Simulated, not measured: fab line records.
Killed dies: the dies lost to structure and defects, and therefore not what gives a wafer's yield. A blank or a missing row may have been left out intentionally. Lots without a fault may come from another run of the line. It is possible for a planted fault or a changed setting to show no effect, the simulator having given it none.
Which tool was responsible? | flow n5 finfet | 24 lots with 72 wafers sampled at 6 steps, on a route of 1938 steps

## WHAT THE GAUGES READ, wafer by wafer
The record lacks any reading of a measuring or inspecting step that a usual standard deviation could be used to judge.

## WHAT TOOL EACH LOT RAN ON (gives the tool, then ch and the chambers of the sampled wafers, and finally the start)
lot  | N5_BEOL_M5_DEGAS_44          | N5_BEOL_M5_PRE_CLEAN_45      | N5_BEOL_M5_SURFACE_TREAT_87  | N5_BEOL_M5_SPUTTER_88        | N5_BEOL_M5_PRE_CLEAN_77          | N5_BEOL_M7_DESCUM_16
L074 | pvd sputter-03, day 8 12:49  | pvd sputter-03, day 8 12:52  | pvd sputter-03, day 8 13:12  | pvd sputter-01, day 8 16:44  | cvd co-01 ch 0,1,2, day 8 20:50  | rie diel-05 ch 0,2, day 9 10:11
L075 | pvd sputter-01, day 9 02:10  | pvd sputter-01, day 9 02:12  | pvd sputter-02, day 9 02:32  | pvd sputter-01, day 9 06:06  | cvd co-01 ch 0,2, day 9 08:01    | rie diel-02 ch 1,2,3, day 9 21:06
L076 | pvd sputter-01, day 9 10:08  | pvd sputter-01, day 9 10:11  | pvd sputter-03, day 9 10:32  | pvd sputter-03, day 9 14:05  | cvd co-02 ch 0,1,2, day 9 16:01  | rie diel-02 ch 0,1,3, day 10 06:40
L077 | pvd sputter-03, day 9 10:35  | pvd sputter-03, day 9 10:37  | pvd sputter-01, day 9 11:02  | pvd sputter-01, day 9 14:41  | cvd co-02 ch 0,1,2, day 9 16:36  | rie diel-05 ch 1,2, day 10 07:45
L079 | pvd sputter-02, day 9 13:58  | pvd sputter-02, day 9 14:00  | pvd sputter-02, day 9 14:31  | pvd sputter-02, day 9 18:07  | cvd co-02 ch 1,2, day 9 20:02    | rie diel-05 ch 1,2, day 10 08:29
L078 | pvd sputter-03, day 9 15:35  | pvd sputter-03, day 9 15:37  | pvd sputter-01, day 9 16:14  | pvd sputter-01, day 9 19:48  | cvd co-02 ch 0,1, day 9 21:56    | rie diel-05 ch 0,2,3, day 10 12:49
L080 | pvd sputter-03, day 10 07:36 | pvd sputter-03, day 10 07:38 | pvd sputter-03, day 10 07:56 | pvd sputter-01, day 10 11:25 | cvd co-02 ch 0,2, day 10 13:31   | rie diel-04 ch 1,2, day 11 01:35
L081 | pvd sputter-03, day 10 07:47 | pvd sputter-03, day 10 07:50 | pvd sputter-01, day 10 08:07 | pvd sputter-03, day 10 11:35 | cvd co-02 ch 0,1,2, day 10 13:58 | rie diel-05 ch 2,3, day 11 06:56
L083 | pvd sputter-02, day 10 14:41 | pvd sputter-02, day 10 14:44 | pvd sputter-03, day 10 15:17 | pvd sputter-03, day 10 18:48 | cvd co-01 ch 0,1, day 10 20:46   | rie diel-05 ch 0,1, day 11 07:15
L082 | pvd sputter-02, day 10 16:58 | pvd sputter-02, day 10 17:01 | pvd sputter-01, day 10 17:20 | pvd sputter-02, day 10 20:53 | cvd co-01 ch 0,1,2, day 10 22:48 | rie diel-02 ch 0,2,3, day 11 09:37
L084 | pvd sputter-02, day 11 00:32 | pvd sputter-02, day 11 00:35 | pvd sputter-03, day 11 00:58 | pvd sputter-03, day 11 04:27 | cvd co-02 ch 0,2, day 11 06:23   | rie diel-02 ch 0,1,3, day 11 16:41
L085 | pvd sputter-01, day 11 00:34 | pvd sputter-01, day 11 00:37 | pvd sputter-02, day 11 01:00 | pvd sputter-02, day 11 04:33 | cvd co-01 ch 0,1,2, day 11 06:29 | rie diel-04 ch 0,1,2, day 11 18:52
L086 | pvd sputter-02, day 11 18:28 | pvd sputter-02, day 11 18:31 | pvd sputter-02, day 11 18:50 | pvd sputter-01, day 11 22:24 | cvd co-02 ch 0,1,2, day 12 00:27 | rie diel-05 ch 0,1,2, day 12 14:22
L087 | pvd sputter-02, day 11 22:58 | pvd sputter-02, day 11 23:01 | pvd sputter-02, day 11 23:25 | pvd sputter-02, day 12 02:53 | cvd co-02 ch 0,2, day 12 04:56   | rie diel-05 ch 0,2, day 12 15:29
L089 | pvd sputter-03, day 12 03:47 | pvd sputter-03, day 12 03:49 | pvd sputter-03, day 12 04:11 | pvd sputter-02, day 12 07:42 | cvd co-01 ch 0,1,2, day 12 09:37 | rie diel-02 ch 1,2,3, day 12 21:28
L088 | pvd sputter-03, day 12 10:16 | pvd sputter-03, day 12 10:18 | pvd sputter-03, day 12 10:47 | pvd sputter-02, day 12 14:17 | cvd co-02 ch 0,1, day 12 16:13   | rie diel-04 ch 1,3, day 13 04:55
L091 | pvd sputter-02, day 12 10:57 | pvd sputter-02, day 12 10:59 | pvd sputter-03, day 12 12:42 | pvd sputter-03, day 12 17:02 | cvd co-02 ch 0,1,2, day 12 19:14 | rie diel-04 ch 0,2,3, day 13 08:25
L090 | pvd sputter-01, day 12 20:56 | pvd sputter-01, day 12 20:58 | pvd sputter-01, day 12 21:19 | pvd sputter-01, day 13 00:49 | cvd co-02 ch 1,2, day 13 02:44   | rie diel-05 ch 0,2,3, day 13 15:10
L093 | pvd sputter-02, day 13 07:32 | pvd sputter-02, day 13 07:34 | pvd sputter-01, day 13 07:54 | pvd sputter-02, day 13 11:25 | cvd co-02 ch 1,2, day 13 13:40   | rie diel-02 ch 1,3, day 13 23:58
L092 | pvd sputter-03, day 13 09:44 | pvd sputter-03, day 13 09:46 | pvd sputter-01, day 13 10:04 | pvd sputter-01, day 13 15:17 | cvd co-02 ch 1,2, day 13 17:15   | rie diel-04 ch 1,2, day 14 03:43
L094 | pvd sputter-01, day 13 23:38 | pvd sputter-01, day 13 23:40 | pvd sputter-02, day 14 00:00 | pvd sputter-03, day 14 03:37 | cvd co-02 ch 1,2, day 14 05:47   | rie diel-04 ch 1,2,3, day 14 16:28
L096 | pvd sputter-02, day 14 06:22 | pvd sputter-02, day 14 06:24 | pvd sputter-03, day 14 06:52 | pvd sputter-01, day 14 10:21 | cvd co-01 ch 0,1,2, day 14 12:17 | rie diel-04 ch 0,2,3, day 15 03:29
L095 | pvd sputter-02, day 14 06:37 | pvd sputter-02, day 14 06:40 | pvd sputter-01, day 14 06:58 | pvd sputter-02, day 14 10:38 | cvd co-01 ch 0,1, day 14 13:08   | rie diel-05 ch 0,3, day 15 06:06
L097 | pvd sputter-03, day 14 15:46 | pvd sputter-03, day 14 15:49 | pvd sputter-01, day 14 16:15 | pvd sputter-01, day 14 20:16 | cvd co-02 ch 1,2, day 14 22:11   | rie diel-05 ch 0,1,2, day 15 09:44
- N5_BEOL_M5_DEGAS_44: time 60 s.
- N5_BEOL_M5_PRE_CLEAN_45: time 30 s.
- N5_BEOL_M5_SURFACE_TREAT_87
- N5_BEOL_M5_SPUTTER_88: material Cu, target thk 15 nm, time 27.62 s.
- N5_BEOL_M5_PRE_CLEAN_77: time 15 s.
- N5_BEOL_M7_DESCUM_16: chemistry O2, time 7.9 s.

## AS READ BY THE TOOLS THEMSELVES (means over the sampled wafers that have a number; for cases with no such wafer, the mark the record gives instead)
N5_BEOL_M5_DEGAS_44.
lot  | tool           | heater power w (W)
L074 | pvd sputter-03 | 305
L075 | pvd sputter-01 | 332
L076 | pvd sputter-01 | 315
L077 | pvd sputter-03 | 323
L079 | pvd sputter-02 | 303
L078 | pvd sputter-03 | 308
L080 | pvd sputter-03 | 348
L081 | pvd sputter-03 | 335
L083 | pvd sputter-02 | 306
L082 | pvd sputter-02 | 340
L084 | pvd sputter-02 | 352
L085 | pvd sputter-01 | 356
L086 | pvd sputter-02 | 346
L087 | pvd sputter-02 | 295
L089 | pvd sputter-03 | 308
L088 | pvd sputter-03 | 368
L091 | pvd sputter-02 | 350
L090 | pvd sputter-01 | 360
L093 | pvd sputter-02 | 346
L092 | pvd sputter-03 | 310
L094 | pvd sputter-01 | 321
L096 | pvd sputter-02 | 357
L095 | pvd sputter-02 | 350
L097 | pvd sputter-03 | 336

N5_BEOL_M5_PRE_CLEAN_45.
lot  | tool           | heater power w (W)
L074 | pvd sputter-03 | 308
L075 | pvd sputter-01 | 334
L076 | pvd sputter-01 | 321
L077 | pvd sputter-03 | 321
L079 | pvd sputter-02 | 306
L078 | pvd sputter-03 | 311
L080 | pvd sputter-03 | 354
L081 | pvd sputter-03 | 342
L083 | pvd sputter-02 | 309
L082 | pvd sputter-02 | 344
L084 | pvd sputter-02 | 354
L085 | pvd sputter-01 | 355
L086 | pvd sputter-02 | 344
L087 | pvd sputter-02 | 299
L089 | pvd sputter-03 | 310
L088 | pvd sputter-03 | 375
L091 | pvd sputter-02 | 344
L090 | pvd sputter-01 | 354
L093 | pvd sputter-02 | 337
L092 | pvd sputter-03 | 309
L094 | pvd sputter-01 | 330
L096 | pvd sputter-02 | 353
L095 | pvd sputter-02 | 352
L097 | pvd sputter-03 | 346

N5_BEOL_M5_SPUTTER_88.
lot  | tool           | throttle valve pct (%)
L074 | pvd sputter-01 | 30.4
L075 | pvd sputter-01 | 30.5
L076 | pvd sputter-03 | 28.6
L077 | pvd sputter-01 | 30.7
L079 | pvd sputter-02 | 30.5
L078 | pvd sputter-01 | 31.8
L080 | pvd sputter-01 | 31.3
L081 | pvd sputter-03 | 30.7
L083 | pvd sputter-03 | 30.8
L082 | pvd sputter-02 | 30.2
L084 | pvd sputter-03 | 30.8
L085 | pvd sputter-02 | 29.5
L086 | pvd sputter-01 | 30.0
L087 | pvd sputter-02 | 30.1
L089 | pvd sputter-02 | 30.7
L088 | pvd sputter-02 | 30.2
L091 | pvd sputter-03 | 31.1
L090 | pvd sputter-01 | 30.3
L093 | pvd sputter-02 | 30.0
L092 | pvd sputter-01 | 30.3
L094 | pvd sputter-03 | 30.8
L096 | pvd sputter-01 | 30.5
L095 | pvd sputter-02 | 30.1
L097 | pvd sputter-01 | 30.6

N5_BEOL_M5_PRE_CLEAN_77.
lot  | tool      | heater power w (W)
L074 | cvd co-01 | 100
L075 | cvd co-01 | 79
L076 | cvd co-02 | 108
L077 | cvd co-02 | 105
L079 | cvd co-02 | 114
L078 | cvd co-02 | 97
L080 | cvd co-02 | 118
L081 | cvd co-02 | 107
L083 | cvd co-01 | 98
L082 | cvd co-01 | 101
L084 | cvd co-02 | 120
L085 | cvd co-01 | 100
L086 | cvd co-02 | 108
L087 | cvd co-02 | 119
L089 | cvd co-01 | 99
L088 | cvd co-02 | 95
L091 | cvd co-02 | 109
L090 | cvd co-02 | 113
L093 | cvd co-02 | 114
L092 | cvd co-02 | 125
L094 | cvd co-02 | 115
L096 | cvd co-01 | 101
L095 | cvd co-01 | 122
L097 | cvd co-02 | 124

N5_BEOL_M7_DESCUM_16.
lot  | tool        | drypump motor current A (A) | o2 flow sccm (sccm) | oes product au (a.u.) | rf vpp V (V) | showerhead plenum p Torr (Torr) | throttle valve pct (%)
L074 | rie diel-05 | 5.7                         | 224.5               | 0.84                  | 243.4        | 2.15                            | 20.51
L075 | rie diel-02 | 5.2                         | 224.9               | 0.82                  | 243.2        | 2.13                            | 20.33
L076 | rie diel-02 | 5.2                         | 225.1               | 0.88                  | 244.4        | 2.17                            | 20.22
L077 | rie diel-05 | 5.5                         | 225.6               | 0.83                  | 243.7        | 2.14                            | 20.49
L079 | rie diel-05 | 5.6                         | 225.2               | 0.79                  | 242.6        | 2.12                            | 20.52
L078 | rie diel-05 | 5.8                         | 225.8               | 0.83                  | 243.4        | 2.12                            | 20.48
L080 | rie diel-04 | 5.7                         | 224.4               | 0.89                  | 243.0        | 2.06                            | 20.26
L081 | rie diel-05 | 5.5                         | 224.9               | 0.87                  | 242.8        | 2.11                            | 20.45
L083 | rie diel-05 | 6.0                         | 225.4               | 0.73                  | 243.2        | 2.13                            | 20.59
L082 | rie diel-02 | 5.4                         | 225.3               | 0.78                  | 244.0        | 2.16                            | 20.34
L084 | rie diel-02 | 5.2                         | 224.3               | 0.85                  | 245.5        | 2.17                            | 20.24
L085 | rie diel-04 | 5.9                         | 224.8               | 0.83                  | 243.2        | 2.09                            | 20.37
L086 | rie diel-05 | 5.8                         | 224.9               | 0.77                  | 244.1        | 2.13                            | 20.57
L087 | rie diel-05 | 6.0                         | 225.1               | 0.76                  | 244.0        | 2.15                            | 20.60
L089 | rie diel-02 | 5.2                         | 225.4               | 0.78                  | 243.8        | 2.13                            | 20.35
L088 | rie diel-04 | 5.4                         | 225.7               | 0.85                  | 242.5        | 2.05                            | 20.24
L091 | rie diel-04 | 6.0                         | 225.3               | 0.80                  | 244.3        | 2.11                            | 20.47
L090 | rie diel-05 | 5.8                         | 225.2               | 0.80                  | 243.7        | 2.11                            | 20.52
L093 | rie diel-02 | 5.0                         | 225.0               | 0.83                  | 244.6        | 2.13                            | 20.27
L092 | rie diel-04 | 6.1                         | 225.0               | 0.83                  | 243.1        | 2.09                            | 20.42
L094 | rie diel-04 | 5.8                         | 225.0               | 0.82                  | 242.7        | 2.07                            | 20.38
L096 | rie diel-04 | 6.0                         | 225.1               | 0.78                  | 242.9        | 2.10                            | 20.48
L095 | rie diel-05 | 6.0                         | 225.4               | 0.74                  | 244.5        | 2.11                            | 20.58
L097 | rie diel-05 | 5.8                         | 224.8               | 0.75                  | 243.7        | 2.12                            | 20.59

## THE ANSWER, worked out from the rows above alone
Rule: the lots themselves supply what counts as usual. Put in order of their means at a reading, lots are off if they are a third of the lots or fewer, leave a main group of 4 or more, and stand apart from it by a gap of 3 or more times the standard deviation of the main group's means; of several such gaps the widest counts. If all means in a main group match to the digits the tables above print for the reading, that group is not used. A lot without any number at a reading at which 4 lots or more have one is off too. The other lots that the step has rows for count as sound. Order of review: gauges by route order, followed by the tools' own readings, for which a lot's mean as printed above is used. At the first step where some lot is off, the reading lying furthest off is the one used; lots without a number count as furthest.
No lot is off on any of the readings shown, so nothing can be concluded from this.

## WHAT THE SIMULATOR HAD INSERTED
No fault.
